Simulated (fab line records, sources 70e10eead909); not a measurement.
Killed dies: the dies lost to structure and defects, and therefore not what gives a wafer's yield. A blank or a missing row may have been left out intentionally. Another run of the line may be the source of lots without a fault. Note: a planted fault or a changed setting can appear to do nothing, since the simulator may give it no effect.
Check for tools in common + flow nand_harc + Lots sampled 2, wafers sampled 6

== WHAT PROMPTED THE OPENING ==
On 2 of the 2 lots, a flag is raised at NHARC_END_SORT_01 on the reading killed_at_array. No-fault wafers: 29, standard deviation 11.
Rule: a lot is flagged when every wafer of it that has a number lies more than 4 standard deviations from that mean, or none has a number. The rest of the lots are taken to be sound.

| lot  | measured     | on        | killed_at_array, wafer by wafer | flag    |
|------|--------------|-----------|---------------------------------|---------|
| L383 | day 23 15:29 | prober-01 | 673 673 674                     | FLAGGED |
| L382 | day 24 00:53 | prober-01 | 670 666 670                     | FLAGGED |
On average the flagged lots' numbers are 671, which is +642 against the usual, or +58 standard deviations.

== WHICH TOOL EACH LOT WENT THROUGH ==
4 process steps preceding the reading are held in the record, out of 1159 steps in the route. Each cell gives the tool, then ch followed by the chambers the sampled wafers passed through, then the start.
| lot  | flag    | NHARC_A_SLIT_ETCH_17             | NHARC_A_WL_FILL_ALD_00           | NHARC_A_WL_FILL_ALD_02              | NHARC_A_WL_FILL_CVD_03        |
|------|---------|----------------------------------|----------------------------------|-------------------------------------|-------------------------------|
| L383 | FLAGGED | har_etch-01 ch 0,1, day 19 03:10 | ald_hk-03 ch 0,1,3, day 19 13:30 | ald_metal-01 ch 1,2,3, day 19 14:02 | cvd_w-02 ch 0,1, day 19 14:50 |
| L382 | FLAGGED | har_etch-01 ch 0,1, day 19 05:32 | ald_hk-04 ch 1,2, day 19 13:29   | ald_metal-04 ch 1,2,3, day 19 14:06 | cvd_w-01 ch 0,1, day 19 16:30 |
What the steps here do:
- NHARC_A_SLIT_ETCH_17: etches the open film in C4F8/O2/Ar, time 1687.5 s, target depth 10100 nm.
- NHARC_A_WL_FILL_ALD_00: deposits Al2O3, target thk 3 nm, pulse time 3 s, ald cycles 30.
- NHARC_A_WL_FILL_ALD_02: deposits TiN, target thk 2 nm, pulse time 3 s, ald cycles 100.
- NHARC_A_WL_FILL_CVD_03: deposits W, target thk 40 nm, time 3302 s.
- NHARC_END_SORT_01

== FLAGGED AGAINST TOTAL, ONE TOOL AT A TIME (gauges that did the reading follow at the end) ==
| step                   | tool         | lots run | flagged | share of the flagged lots | sound lots run after its first flagged lot |
|------------------------|--------------|----------|---------|---------------------------|--------------------------------------------|
| NHARC_A_SLIT_ETCH_17   | har_etch-01  | 2        | 2       | all                       | 0                                          |
| NHARC_A_WL_FILL_ALD_00 | ald_hk-03    | 1        | 1       | some                      | 0                                          |
| NHARC_A_WL_FILL_ALD_00 | ald_hk-04    | 1        | 1       | some                      | 0                                          |
| NHARC_A_WL_FILL_ALD_02 | ald_metal-01 | 1        | 1       | some                      | 0                                          |
| NHARC_A_WL_FILL_ALD_02 | ald_metal-04 | 1        | 1       | some                      | 0                                          |
| NHARC_A_WL_FILL_CVD_03 | cvd_w-01     | 1        | 1       | some                      | 0                                          |
| NHARC_A_WL_FILL_CVD_03 | cvd_w-02     | 1        | 1       | some                      | 0                                          |
| NHARC_END_SORT_01      | prober-01    | 2        | 2       | all                       | 0                                          |

== WHAT THE TABLE PERMITS ==
Rows of the table that ran all the flagged lots, 2 in number: har_etch-01 at NHARC_A_SLIT_ETCH_17; prober-01 at NHARC_END_SORT_01.
- har_etch-01 at NHARC_A_SLIT_ETCH_17 ran 2 lots, 2 of them flagged. No sound lot ran on it before its first flagged lot in this sample; the start therefore can't be narrowed down.
- prober-01 at NHARC_END_SORT_01 ran 2 lots, 2 of them flagged. No sound lot ran on it before its first flagged lot in this sample; the start therefore can't be narrowed down.
Because each of these 2 tools fits a fault that began at some hour, counting lots does not separate them. More lots, or a look at what each step does to the wafer, might.

== WHAT WAS PUT IN BY THE SIMULATOR ==
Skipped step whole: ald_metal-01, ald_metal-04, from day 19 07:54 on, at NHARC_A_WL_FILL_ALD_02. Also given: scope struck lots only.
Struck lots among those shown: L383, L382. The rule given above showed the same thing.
